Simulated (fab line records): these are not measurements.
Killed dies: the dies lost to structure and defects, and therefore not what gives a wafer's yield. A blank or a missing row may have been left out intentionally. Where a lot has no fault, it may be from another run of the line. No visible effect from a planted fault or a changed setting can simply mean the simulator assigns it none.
Code-filled problem report in 8D (eight disciplines) form + flow n5 finfet + the parts of the form that need people (team, actions taken, sign-off) are left out

== 1. WHAT WENT WRONG ==
At N5_PASSIVATION_PROBE_49, killed at front end averages 130 over 6 wafers from 2 lots, while fault-free wafers read 39, standard deviation 13. Relative to the usual mean, that is a shift of +7.0 standard deviations.
Earliest sighting: wafer L414.1 on prober-01 at day 16 11:42. At this step, 12 wafers from 4 lots have a number in the record. The rule behind "out" and "out of limits": a value lying over 4 standard deviations away from the usual mean. All remaining wafers that have a number are taken as sound.

== 2. WHAT IT IS; WHAT IT IS NOT ==
| question                    | is                     | is not                                                                                                                                                       |
|-----------------------------|------------------------|--------------------------------------------------------------------------------------------------------------------------------------------------------------|
| which readings at this step | killed at front end    | killed_at_M0_to_M3, killed_at_M4_up, killed at contacts, killed at other, killed open, killed short, sort_bin_4_leakage, sort_bin_6_memory, sort_bin_8_speed |
| which lots                  | L414, L419             | L406, L417                                                                                                                                                   |
| which wafers of those lots  | all that have a number | -                                                                                                                                                            |
| read on which tools         | prober-01              | prober-02                                                                                                                                                    |
| when                        | from day 16 11:42      | up to then (3 sound wafers); but 3 sound wafers of L417 came after                                                                                           |

== 3. THE SUSPECTS, EACH WITH WHAT RULES IT OUT ==
Counting: any tool at a process step up to the reading is kept as a suspect provided that every lot that is out went through it and no sound lot did after the first of them.
- wet bench-05 at N5_PMOS_HMC_CHANNEL_EPI_STRIP_17 (strips in SPM, time 750 s): kept. It ran every lot that is out, first L414 (day 4 17:26), and no sound lot after that.
- prober-01 at N5_PASSIVATION_PROBE_49: kept. All lots that are out passed through it, beginning with L414 at day 16 11:42, and no sound lot followed; its final sound lot before that point was L406 at day 13 12:56. Its own readings are out on those wafers: killed at front end.
Remaining after the count are wet bench-05 at N5_PMOS_HMC_CHANNEL_EPI_STRIP_17 and prober-01 at N5_PASSIVATION_PROBE_49.

== 4. THE CAUSE (what the simulator had put in) ==
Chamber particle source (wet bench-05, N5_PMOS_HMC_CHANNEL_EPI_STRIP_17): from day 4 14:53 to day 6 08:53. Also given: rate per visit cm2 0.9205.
Of the 2 suspects that counting leaves, this tool is one.

== 5. THE EFFECT CHAIN, in route order ==
Rows list readings where the struck wafers' mean (over those with a number) sits beyond 3 standard deviations from the usual. Only readings whose record carries a usual standard deviation are examined. hours: median over the lots of the time between each lot's start at the first step of this table that gives one and its start at this step. sigmas: the change, counted in usual standard deviations.
| hours | step                    | reading              | usual  | on struck wafers | change | sigmas |
|-------|-------------------------|----------------------|--------|------------------|--------|--------|
| 0     | N5_PASSIVATION_PROBE_49 | defect limited yield | 91.4 % | 84.1             | -7.3   | -4.9   |
| 0     | N5_PASSIVATION_PROBE_49 | killed at front end  | 39     | 130              | +92    | +7.0   |
| 0     | N5_PASSIVATION_PROBE_49 | killed dies          | 102    | 188              | +86    | +5.1   |
| 0     | N5_PASSIVATION_PROBE_49 | killed on rim        | 13     | 28               | +16    | +4.1   |
| 0     | N5_PASSIVATION_PROBE_49 | sort_bin_5_function  | 5.1 %  | 9.8              | +4.7   | +5.0   |
| 0     | N5_PASSIVATION_PROBE_49 | sort n pass          | 1078   | 992              | -86    | -4.8   |
| 0     | N5_PASSIVATION_PROBE_49 | sort yield pct       | 91.3 % | 84.1             | -7.2   | -4.8   |
Here are the process steps it includes:
- N5_PASSIVATION_PROBE_49

== 6. WHAT WOULD HAVE CAUGHT IT SOONER ==
The fault began at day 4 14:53; the first out-of-limits reading in this record came at day 16 11:42, 285 hours later.
By day 16 11:42 the whole set of lots that are out, 2 in number, had already begun N5_PMOS_HMC_CHANNEL_EPI_STRIP_17 on wet bench-05. None of them would have been spared by holding the tool at that moment.
